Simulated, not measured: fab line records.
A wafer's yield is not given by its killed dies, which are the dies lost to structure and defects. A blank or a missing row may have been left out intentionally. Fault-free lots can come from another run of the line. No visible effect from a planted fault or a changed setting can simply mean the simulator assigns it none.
fab line records	flow n5-finfet	part 1 of 2: steps 1 to 23 of 29
record: lots: 5	wafers: 15	last-day: 20
route steps=1938 shown BEOL_M14@1764 BEOL_M15@1773
lots with no fault: from the same line, run without faults
start-h: hours from the record's first day to the start of the lot's first wafer shown	wait-h: hours from the lot's prior step to this one	" the same as in the row above	L1.1+2: a single row standing in for several wafers	- no value present, or no start provided	* or withheld: withheld	< > ~ a bound
route shown NAME@n: names a module that has steps shown in the file, with the first one's number in the route	usual: mean/standard deviation of fault-free wafers	same: alike in all rows	chamber/n: place in a boat	sites: the reading at each site	_std_site: the standard deviation of these	_edge_site: the outer-site mean with the inner-site mean subtracted	radius-mm: for every site, how far away it sits from the centre of the wafer	mask NAME#n: copy n	behind: the last tool/chamber to shape the wafer	hold: why the lot was held/for how many hours/how that ended	device: names the non-switching transistor (n, p or np)	end of line: the same wafers' tests at the end of the route	step lacking rows: just its recipe	killed: dies lost to structure and defects at the first sort, not the wafer's yield	map: shows each die of a wafer: x if killed, . if not, _ if none is there
set.NAME: the run value of the setting; set.NAME@STEP: its run value at that earlier step	model.NAME: the simulator's own value behind a step, which no gauge read
certain route steps with their lots: each step a table, each wafer a row
services: the hour from which a tool's chamber was out of use, counted from the record's first day as start-h (under 0 if before that day), plus the number of hours and why
== steps ==
step: N5_BEOL_M14_SPUTTER_45
recipe: material: Cu	target-thk-a: 1000	temp-c: -20	bias-v: 60	power-w: 26000	chamber-pressure-pa: 0.13	time-s: 16.67
usual: chuck-sensor-temp-C: -16.2/0.52	throttle-valve-pct: 29.9/0.79
lot.wafer	tool	chamber	start-h	wait-h	chuck-sensor-temp-C	throttle-valve-pct
L077.1	pvd-sputter-03	-	344.55	0.0	-15.5	30.5
L077.4	"	-	"	"	-16.7	28.7
L077.6	"	-	"	"	-15.6	30.4
L082.1	pvd-sputter-03	-	382.01	0.0	-15.7	30.4
L082.2	"	-	"	"	-16.9	31.1
L082.5	"	-	"	"	-16.3	29.5
L079.1	pvd-sputter-03	-	385.48	0.0	-16.5	29.5
L079.2	"	-	"	"	-15.6	30.5
L079.3	"	-	"	"	-16.8	31.3
L085.1	pvd-sputter-03	-	425.77	0.0	-16.4	29.9
L085.5	"	-	"	"	-16.5	28.9
L085.6	"	-	"	"	-15.4	30.3
L088.1	pvd-sputter-03	-	447.72	0.0	-16.5	29.6
L088.3	"	-	"	"	-16.9	31.3
L088.4	"	-	"	"	-16.5	29.0
step: N5_BEOL_M14_ECD_47
recipe: material: Cu	target-thk-a: 12480
lot.wafer	tool	chamber	start-h	wait-h
L077.1+4+6	ecd-cu-01	0,0,1	344.66	0.1
L082.1+2+5	ecd-cu-02	1,0,0	382.13	0.1
L079.1+2+3	ecd-cu-01	1,0,1	385.60	0.1
L085.1+5+6	ecd-cu-02	1,0,1	425.89	0.1
L088.1+3+4	ecd-cu-02	1,1,0	447.84	0.1
step: N5_BEOL_M14_ANNEAL_48
recipe: temp-c: 225	time-s: 90	ambient: N2
usual: wafer_temp_C_max: 226.02/0.28
lot.wafer	tool	chamber	start-h	wait-h	wafer_temp_C_max
L077.1	rtp-anneal-01	0	344.93	0.2	225.99
L077.4	"	0	"	"	226.20
L077.6	"	0	"	"	226.06
L082.1	rtp-anneal-02	0	382.43	0.2	225.85
L082.2	"	0	"	"	225.88
L082.5	"	0	"	"	226.38
L079.1	rtp-anneal-01	0	385.79	0.1	226.50
L079.2	"	0	"	"	226.26
L079.3	"	0	"	"	226.41
L085.1	rtp-anneal-02	0	426.52	0.6	225.85
L085.5	"	0	"	"	226.11
L085.6	"	0	"	"	226.32
L088.1	rtp-anneal-02	0	448.09	0.2	225.75
L088.3	"	0	"	"	226.05
L088.4	"	0	"	"	225.99
step: N5_BEOL_M14_CMP_49
recipe: stop-on: SiO2	t-overpolish-s: 5.2	down-force-psi: 2	platen-rpm: 80	clearing-platen-down-force-psi: 2	clearing-platen-rpm: 80	post-cmp-clean: cu-alkaline	target-thk-nm: 560	clearing-platen-pad-velocity-m-s: 1.5917	pad-velocity-m-s: 1.5917
usual: barrier-field-endpoint-s: 11.4/0.31	clearing-platen-rpm: 80.00/0.046	motor-current-A: 8.3/0.6	overpolish-run-s: 5.200/0.0099	time-to-endpoint-s: 121/5.5
lot.wafer	tool	chamber	start-h	wait-h	barrier-field-endpoint-s	clearing-platen-rpm	motor-current-A	overpolish-run-s	time-to-endpoint-s
L077.1	cmp-04	2	345.23	0.3	11.3	79.93	8.6	5.193	120
L077.4	"	0	"	"	11.4	80.08	7.6	5.201	118
L077.6	"	3	"	"	10.6	79.97	9.1	5.192	109
L082.1	cmp-03	3	382.78	0.3	11.1	79.98	7.7	5.188	116
L082.2	"	0	"	"	11.3	79.92	8.4	5.232	119
L082.5	"	0	"	"	11.3	79.93	8.7	5.199	120
L079.3	cmp-04	2	386.13	0.2	12.1	80.02	8.1	5.214	125
L079.2	"	3	"	"	10.9	79.92	9.1	5.208	113
L079.1	"	0	"	"	11.2	80.07	7.5	5.209	118
L085.1	cmp-04	2	426.90	0.3	11.5	79.99	7.7	5.202	122
L085.5	"	0	"	"	11.1	79.99	7.2	5.215	119
L085.6	"	1	"	"	11.2	80.01	8.0	5.193	122
L088.1	cmp-03	1	448.42	0.3	11.8	79.99	8.3	5.203	125
L088.4	"	2	"	"	11.2	80.03	9.7	5.205	117
L088.3	"	3	"	"	11.6	79.99	7.4	5.207	116
step: N5_BEOL_M14_THK_MEAS_50
recipe: thk-meas-gauge: xrf	reads: Cu_of_BEOL_M14_ECD_47
usual: M14_THK: 563/22
lot.wafer	tool	chamber	start-h	wait-h	M14_THK[nm]
L077.1	film-metro-02	-	345.52	-	602
L077.4	"	-	"	"	598
L077.6	"	-	"	"	542
L082.1	film-metro-02	-	383.07	-	537
L082.2	"	-	"	"	547
L082.5	"	-	"	"	547
L079.1	film-metro-02	-	386.38	-	573
L079.2	"	-	"	"	528
L079.3	"	-	"	"	558
L085.1	film-metro-01	-	427.12	-	534
L085.5	"	-	"	"	540
L085.6	"	-	"	"	591
L088.1	film-metro-01	-	448.68	-	563
L088.3	"	-	"	"	571
L088.4	"	-	"	"	577
step: N5_BEOL_M14_PRE_CLEAN_52
recipe: gas: NH3	time-s: 15	temp-c: withheld	rf-power-w: 300
usual: rf-fwd-power-W: 294.3/1.7
lot.wafer	tool	chamber	start-h	wait-h	rf-fwd-power-W
L077.1	pecvd-03	0	345.56	0.0	293.7
L077.4	"	0	"	"	293.3
L077.6	"	2	"	"	293.2
L082.1	pecvd-02	2	383.11	0.0	295.8
L082.2	"	1	"	"	295.1
L082.5	"	0	"	"	295.8
L079.1	pecvd-02	2	386.42	0.0	295.9
L079.2	"	0	"	"	296.0
L079.3	"	0	"	"	294.5
L085.1	pecvd-03	0	427.15	0.0	292.8
L085.5	"	1	"	"	294.3
L085.6	"	2	"	"	293.3
L088.1	pecvd-03	0	448.72	0.0	293.0
L088.3	"	1	"	"	297.6
L088.4	"	0	"	"	292.8
step: N5_BEOL_M14_DEP_53
recipe: material: SiCN	target-thk-a: 500	temp-c: withheld	precursor: 3MS/NH3	pressure-torr: 3	rf-w: 675	time-s: 17.8
usual: rf-fwd-power-W: 665/4	showerhead-plenum-p-Torr: 4.157/0.019	throttle-valve-pct: 18.5/1.4
lot.wafer	tool	chamber	start-h	wait-h	rf-fwd-power-W	showerhead-plenum-p-Torr	throttle-valve-pct
L077.1	pecvd-03	0	345.58	0.0	662	4.197	19.4
L077.4	"	0	"	"	662	4.185	19.3
L077.6	"	2	"	"	660	4.126	17.3
L082.1	pecvd-02	2	383.13	0.0	669	4.137	17.1
L082.2	"	1	"	"	665	4.180	18.5
L082.5	"	0	"	"	668	4.154	17.2
L079.1	pecvd-02	2	386.46	0.0	668	4.140	17.1
L079.2	"	0	"	"	671	4.163	17.5
L079.3	"	0	"	"	670	4.162	17.5
L085.1	pecvd-03	0	427.18	0.0	663	4.188	19.4
L085.5	"	1	"	"	662	4.139	18.6
L085.6	"	2	"	"	657	4.137	17.3
L088.1	pecvd-03	0	448.74	0.0	665	4.183	19.4
L088.3	"	1	"	"	669	4.137	18.6
L088.4	"	0	"	"	666	4.188	19.4
step: N5_BEOL_M14_RS_MEAS_54
recipe: thk-meas-gauge: four-point-probe	reads: Cu_of_BEOL_M14_ECD_47+Ta_of_BEOL_M14_SPUTTER_44+TaN_of_BEOL_M14_SPUTTER_43
usual: M14_RS: 0.0334/0.0013
lot.wafer	tool	chamber	start-h	wait-h	M14_RS[ohm/sq]
L077.1	film-metro-01	-	345.65	0.0	0.0313
L077.4	"	-	"	"	0.0316
L077.6	"	-	"	"	0.0347
L082.1	film-metro-02	-	383.20	0.0	0.0356
L082.2	"	-	"	"	0.0346
L082.5	"	-	"	"	0.0349
L079.1	film-metro-01	-	386.54	0.1	0.0323
L079.2	"	-	"	"	0.0351
L079.3	"	-	"	"	0.0331
L085.1	film-metro-01	-	427.24	0.0	0.0349
L085.5	"	-	"	"	0.0347
L085.6	"	-	"	"	0.0315
L088.1	film-metro-02	-	448.81	0.0	0.0336
L088.3	"	-	"	"	0.0330
L088.4	"	-	"	"	0.0327
step: N5_BEOL_M14_INSPECT_55
recipe: inspect-instrument: darkfield	mode: post-dep
usual: raw-defect-count: 66/19
lot.wafer	tool	chamber	start-h	wait-h	raw-defect-count
L077.1	defect-inspect-02	-	345.67	0.0	60
L077.4	"	-	"	"	136
L077.6	"	-	"	"	84
L082.1	defect-inspect-01	-	383.23	0.0	58
L082.2	"	-	"	"	69
L082.5	"	-	"	"	54
L079.1	defect-inspect-02	-	386.57	0.0	60
L079.2	"	-	"	"	69
L079.3	"	-	"	"	74
L085.1	defect-inspect-02	-	427.27	0.0	56
L085.5	"	-	"	"	82
L085.6	"	-	"	"	67
L088.1	defect-inspect-01	-	448.83	0.0	54
L088.3	"	-	"	"	69
L088.4	"	-	"	"	60
step: N5_BEOL_M15_ILD_DEP_00
recipe: material: SiO2	target-thk-a: 16293	temp-c: 400	precursor: TEOS/O2	pressure-torr: 6.5	rf-w: 900	teos-flow-sccm: 161.4	gas: O2	flow-sccm: 2650	time-s: 346.1
usual: heater-power-w: 550/91	rf-fwd-power-W: 897.8/2.8	showerhead-plenum-p-Torr: 8.34/0.032	throttle-valve-pct: 18.4/0.95
lot.wafer	tool	chamber	start-h	wait-h	heater-power-w	rf-fwd-power-W	showerhead-plenum-p-Torr	throttle-valve-pct
L077.1	pecvd-02	0	345.71	0.0	506	895.6	8.33	17.9
L077.4	"	0	"	"	373	896.7	8.32	18.0
L077.6	"	1	"	"	658	901.1	8.36	19.3
L082.1	pecvd-01	1	383.26	0.0	622	896.1	8.36	17.3
L082.2	"	0	"	"	429	897.8	8.33	20.3
L082.5	"	0	"	"	535	900.1	8.32	20.1
L079.1	pecvd-03	0	386.60	0.0	533	895.5	8.39	20.0
L079.2	"	1	"	"	513	898.9	8.31	19.0
L079.3	"	2	"	"	584	900.3	8.31	18.1
L085.1	pecvd-02	2	427.31	0.0	613	897.3	8.30	17.8
L085.5	"	2	"	"	710	899.1	8.30	17.8
L085.6	"	1	"	"	532	896.5	8.34	17.6
L088.1	pecvd-03	2	448.89	0.1	641	897.4	8.31	18.2
L088.3	"	0	"	"	547	901.8	8.37	20.0
L088.4	"	2	"	"	514	898.1	8.30	18.2
step: N5_BEOL_M15_THK_MEAS_01
recipe: reads: SiO2_of_BEOL_M15_ILD_DEP_00
usual: M15_ILD_THK: 1636/26
lot.wafer	tool	chamber	start-h	wait-h	M15_ILD_THK[nm]
L077.1	film-metro-01	-	345.96	0.1	1599
L077.4	"	-	"	"	1631
L077.6	"	-	"	"	1622
L082.1	film-metro-01	-	383.51	0.1	1623
L082.2	"	-	"	"	1613
L082.5	"	-	"	"	1644
L079.1	film-metro-01	-	386.85	0.1	1646
L079.2	"	-	"	"	1670
L079.3	"	-	"	"	1648
L085.1	film-metro-01	-	427.56	0.1	1618
L085.5	"	-	"	"	1645
L085.6	"	-	"	"	1673
L088.1	film-metro-01	-	449.14	0.1	1624
L088.3	"	-	"	"	1632
L088.4	"	-	"	"	1635
step: N5_BEOL_M15_COAT_58
recipe: resist: BARC	temp-c: 205	time-s: 60	spin-rpm: 1500	resist-thk-nm: 89
usual: chill-plate-temp-C: 22.99/0.11	dispense-pressure-kPa: 50.5/2.6
lot.wafer	tool	chamber	start-h	wait-h	chill-plate-temp-C	dispense-pressure-kPa
L077.1	litho-track-04	0	345.99	0.0	22.90	52.7
L077.4	"	0	"	"	22.89	52.8
L077.6	"	0	"	"	22.84	52.7
L082.1	litho-track-03	0	383.54	0.0	22.99	52.9
L082.2	"	0	"	"	23.06	53.0
L082.5	"	0	"	"	23.01	53.0
L079.1	litho-track-03	0	386.89	0.0	22.75	52.9
L079.2	"	0	"	"	22.81	53.0
L079.3	"	0	"	"	22.90	53.0
L085.1	litho-track-04	0	427.59	0.0	22.93	52.8
L085.5	"	0	"	"	22.94	52.8
L085.6	"	0	"	"	22.81	52.8
L088.1	litho-track-03	0	449.17	0.0	22.89	53.0
L088.3	"	0	"	"	22.86	53.0
L088.4	"	0	"	"	22.90	53.0
step: N5_BEOL_M15_COAT_04
recipe: spin-rpm: 1704	resist-thk-nm: 800
usual: chill-plate-temp-C: 23.01/0.1	dispense-pressure-kPa: 50.5/2.5
lot.wafer	tool	chamber	start-h	wait-h	chill-plate-temp-C	dispense-pressure-kPa
L077.1	litho-track-04	0	-	-	23.01	52.8
L077.4	"	0	"	"	23.11	52.8
L077.6	"	0	"	"	23.01	52.8
L082.1	litho-track-03	0	-	-	23.03	52.8
L082.2	"	0	"	"	22.80	52.8
L082.5	"	0	"	"	23.10	52.8
L079.1	litho-track-03	0	-	-	23.02	52.8
L079.2	"	0	"	"	23.08	52.8
L079.3	"	0	"	"	22.93	52.8
L085.1	litho-track-04	0	-	-	22.94	52.8
L085.5	"	0	"	"	22.68	52.8
L085.6	"	0	"	"	22.95	52.8
L088.1	litho-track-03	0	-	-	23.00	52.8
L088.3	"	0	"	"	23.13	52.8
L088.4	"	0	"	"	23.07	52.9
step: N5_BEOL_M15_EBR_06
recipe: solvent: PGMEA	ebr-width-mm: 1.5
usual: chill-plate-temp-C: 23.01/0.11
same: ebr-width-mm: 1.5
lot.wafer	tool	chamber	start-h	wait-h	chill-plate-temp-C
L077.1	litho-track-04	0	-	-	22.95
L077.4	"	0	"	"	23.21
L077.6	"	0	"	"	23.03
L082.1	litho-track-03	0	-	-	23.04
L082.2	"	0	"	"	23.05
L082.5	"	0	"	"	23.07
L079.1	litho-track-03	0	-	-	22.84
L079.2	"	0	"	"	22.95
L079.3	"	0	"	"	23.03
L085.1	litho-track-04	0	-	-	23.02
L085.5	"	0	"	"	22.88
L085.6	"	0	"	"	23.02
L088.1	litho-track-03	0	-	-	22.94
L088.3	"	0	"	"	23.08
L088.4	"	0	"	"	22.99
step: N5_BEOL_M15_SOFTBAKE_05
recipe: temp-c: 130	time-s: 60
usual: chill-plate-temp-C: 23.02/0.12
lot.wafer	tool	chamber	start-h	wait-h	chill-plate-temp-C
L077.1	litho-track-04	0	-	-	23.09
L077.4	"	0	"	"	23.02
L077.6	"	0	"	"	23.00
L082.1	litho-track-03	0	-	-	23.11
L082.2	"	0	"	"	23.17
L082.5	"	0	"	"	23.16
L079.1	litho-track-03	0	-	-	23.01
L079.2	"	0	"	"	22.89
L079.3	"	0	"	"	23.04
L085.1	litho-track-04	0	-	-	23.01
L085.5	"	0	"	"	23.24
L085.6	"	0	"	"	23.12
L088.1	litho-track-03	0	-	-	22.95
L088.3	"	0	"	"	22.93
L088.4	"	0	"	"	22.99
step: N5_BEOL_M15_EXPOSE_07
recipe: mask-id: V14	na: 0.8	source-shape: annular	sigma-inner: 0.5	sigma-outer: 0.8	polarization: unpolarized	attpsm-phase-deg: 180	dose-mj: 41.25
same: sigma-inner: 0.5
lot.wafer	tool	chamber	start-h	wait-h	mask
L077.1+4+6	krf-scanner-01	0	346.09	-	V14#0
L082.1+2+5	krf-scanner-01	0	383.64	-	V14#0
L079.1+2+3	krf-scanner-02	0	387.11	-	V14#0
L085.1+5+6	krf-scanner-02	0	427.81	-	V14#0
L088.1+3+4	krf-scanner-02	0	449.29	-	V14#0
step: N5_BEOL_M15_PEB_08
recipe: peb-temp-c: 130	peb-time-s: 90
usual: chill-plate-temp-C: 22.98/0.091
lot.wafer	tool	chamber	start-h	wait-h	chill-plate-temp-C
L077.1	litho-track-05	0	346.15	0.1	22.90
L077.4	"	0	"	"	22.98
L077.6	"	0	"	"	22.99
L082.1	litho-track-04	0	383.70	0.1	23.19
L082.2	"	0	"	"	23.11
L082.5	"	0	"	"	23.20
L079.1	litho-track-03	0	387.17	0.1	22.90
L079.2	"	0	"	"	22.99
L079.3	"	0	"	"	22.89
L085.1	litho-track-04	0	427.87	0.1	22.97
L085.5	"	0	"	"	23.00
L085.6	"	0	"	"	22.98
L088.1	litho-track-03	0	449.35	0.1	23.00
L088.3	"	0	"	"	23.06
L088.4	"	0	"	"	23.11
step: N5_BEOL_M15_DEVELOP_09
recipe: develop-time-s: 45	rinse-liquid: diw	dry: air-spin	dev-temp-c: 21
usual: chill-plate-temp-C: 23.00/0.1	developer-temp-C: 21.00/0.098
lot.wafer	tool	chamber	start-h	wait-h	chill-plate-temp-C	developer-temp-C
L077.1	litho-track-05	0	-	-	22.83	21.08
L077.4	"	0	"	"	22.97	21.08
L077.6	"	0	"	"	22.98	20.98
L082.1	litho-track-04	0	-	-	23.00	20.92
L082.2	"	0	"	"	23.04	20.93
L082.5	"	0	"	"	22.95	20.97
L079.1	litho-track-03	0	-	-	23.02	20.97
L079.2	"	0	"	"	22.96	21.05
L079.3	"	0	"	"	22.92	20.86
L085.1	litho-track-04	0	-	-	23.01	20.82
L085.5	"	0	"	"	22.94	20.93
L085.6	"	0	"	"	22.96	20.99
L088.1	litho-track-03	0	-	-	23.06	20.80
L088.3	"	0	"	"	22.97	20.88
L088.4	"	0	"	"	22.96	20.88
step: N5_BEOL_M15_HARDBAKE_14
recipe: temp-c: 130	time-s: 120
usual: chill-plate-temp-C: 23.02/0.1
lot.wafer	tool	chamber	start-h	wait-h	chill-plate-temp-C
L077.1	litho-track-05	0	-	-	23.08
L077.4	"	0	"	"	23.06
L077.6	"	0	"	"	23.12
L082.1	litho-track-04	0	-	-	22.88
L082.2	"	0	"	"	22.92
L082.5	"	0	"	"	23.20
L079.1	litho-track-03	0	-	-	22.96
L079.2	"	0	"	"	23.05
L079.3	"	0	"	"	22.91
L085.1	litho-track-04	0	-	-	22.99
L085.5	"	0	"	"	23.08
L085.6	"	0	"	"	23.06
L088.1	litho-track-03	0	-	-	22.93
L088.3	"	0	"	"	22.87
L088.4	"	0	"	"	23.04
step: N5_BEOL_M15_CD_MEAS_10
recipe: target-cd-nm: 360	landing-energy-ev: 500	detector: se-inlens	polarity: opening
usual: cd-nm: 359.3/2.3
same: landing-energy-ev: 500
lot.wafer	tool	chamber	start-h	wait-h	cd-nm
L077.1	cd-sem-03	0	346.26	-	362.7
L077.4	"	0	"	"	359.2
L077.6	"	0	"	"	362.0
L082.1	cd-sem-02	0	383.82	-	360.3
L082.2	"	0	"	"	357.4
L082.5	"	0	"	"	359.2
L079.1	cd-sem-02	0	387.28	-	358.8
L079.2	"	0	"	"	356.7
L079.3	"	0	"	"	357.8
L085.1	cd-sem-03	0	427.99	-	359.4
L085.5	"	0	"	"	362.6
L085.6	"	0	"	"	360.4
L088.1	cd-sem-01	0	449.46	-	360.2
L088.3	"	0	"	"	359.2
L088.4	"	0	"	"	360.1
step: N5_BEOL_M15_OVL_MEAS_11
recipe: points-per-wafer: 44
usual: V14_OVL: 0/5
lot.wafer	tool	chamber	start-h	wait-h	V14_OVL[nm]
L077.1	overlay-01	0	346.29	0.0	0
L077.4	"	0	"	"	-2
L077.6	"	0	"	"	7
L082.1	overlay-01	0	383.85	0.0	4
L082.2	"	0	"	"	-4
L082.5	"	0	"	"	6
L079.1	overlay-02	0	387.31	0.0	10
L079.2	"	0	"	"	11
L079.3	"	0	"	"	3
L085.1	overlay-02	0	428.02	0.0	11
L085.5	"	0	"	"	2
L085.6	"	0	"	"	9
L088.1	overlay-02	0	449.49	0.0	-1
L088.3	"	0	"	"	-1
L088.4	"	0	"	"	5
step: N5_BEOL_M15_INSPECT_12
recipe: mode: adi	inspect-instrument: macro
usual: raw-defect-count: 2.1/1.4
lot.wafer	tool	chamber	start-h	wait-h	raw-defect-count
L077.1	defect-inspect-02	-	346.32	0.0	5
L077.4	"	-	"	"	5
L077.6	"	-	"	"	3
L082.1	defect-inspect-01	-	383.87	0.0	3
L082.2	"	-	"	"	3
L082.5	"	-	"	"	4
L079.1	defect-inspect-01	-	387.34	0.0	3
L079.2	"	-	"	"	3
L079.3	"	-	"	"	0
L085.1	defect-inspect-01	-	428.05	0.0	0
L085.5	"	-	"	"	2
L085.6	"	-	"	"	2
L088.1	defect-inspect-02	-	449.51	0.0	0
L088.3	"	-	"	"	1
L088.4	"	-	"	"	2
step: N5_BEOL_M15_DESCUM_15
recipe: chemistry: O2	time-s: 7.9	source-power-w: 50	bias-power-w: 20	pressure-mtorr: 20	rf-frequency-hz: 2.712e+07	temp-c: 40	o2-flow-sccm: 225
usual: drypump-motor-current-A: 5.6/0.5	oes-product-au: 0.80/0.084	rf-fwd-power-W: 49.31/0.21	rf-vpp-V: 243.5/1.5	showerhead-plenum-p-Torr: 2.11/0.091	throttle-valve-pct: 20.44/0.26
lot.wafer	tool	chamber	start-h	wait-h	drypump-motor-current-A	oes-product-au	rf-fwd-power-W	rf-hours-counter-h	rf-vpp-V	showerhead-plenum-p-Torr	throttle-valve-pct
L077.1	rie-diel-02	1	346.40	0.1	6.4	0.77	49.10	129	243.6	2.21	20.53
L077.4	"	0	"	"	4.9	0.91	48.89	27	246.7	2.23	20.72
L077.6	"	0	"	"	4.8	0.90	49.11	-	243.3	2.23	20.73
L082.1	rie-diel-06	1	384.05	0.2	5.5	0.75	49.54	143	244.5	2.19	20.29
L082.2	"	2	"	"	5.5	0.93	49.18	18	242.9	2.04	19.87
L082.5	"	2	"	"	5.6	0.93	49.46	-	242.7	2.04	19.86
L079.1	rie-diel-06	1	387.47	0.1	5.5	0.74	49.52	144	244.5	2.19	20.29
L079.2	"	0	"	"	5.8	0.73	49.48	187	242.5	2.05	20.50
L079.3	"	3	"	"	6.1	0.84	49.15	65	244.4	2.11	20.37
L085.1	rie-diel-06	0	428.32	0.3	5.8	0.73	49.46	194	242.7	2.05	20.50
L085.5	"	0	"	"	5.8	0.73	49.46	-	244.4	2.05	20.50
L085.6	"	1	"	"	5.5	0.74	49.48	-	243.7	2.18	20.30
L088.1	rie-diel-02	2	450.12	0.6	5.0	0.88	49.54	37	243.9	2.14	20.27
L088.3	"	3	"	"	5.7	0.77	49.33	158	242.3	1.99	20.74
L088.4	"	0	"	"	4.8	0.85	49.11	58	246.2	2.22	20.79
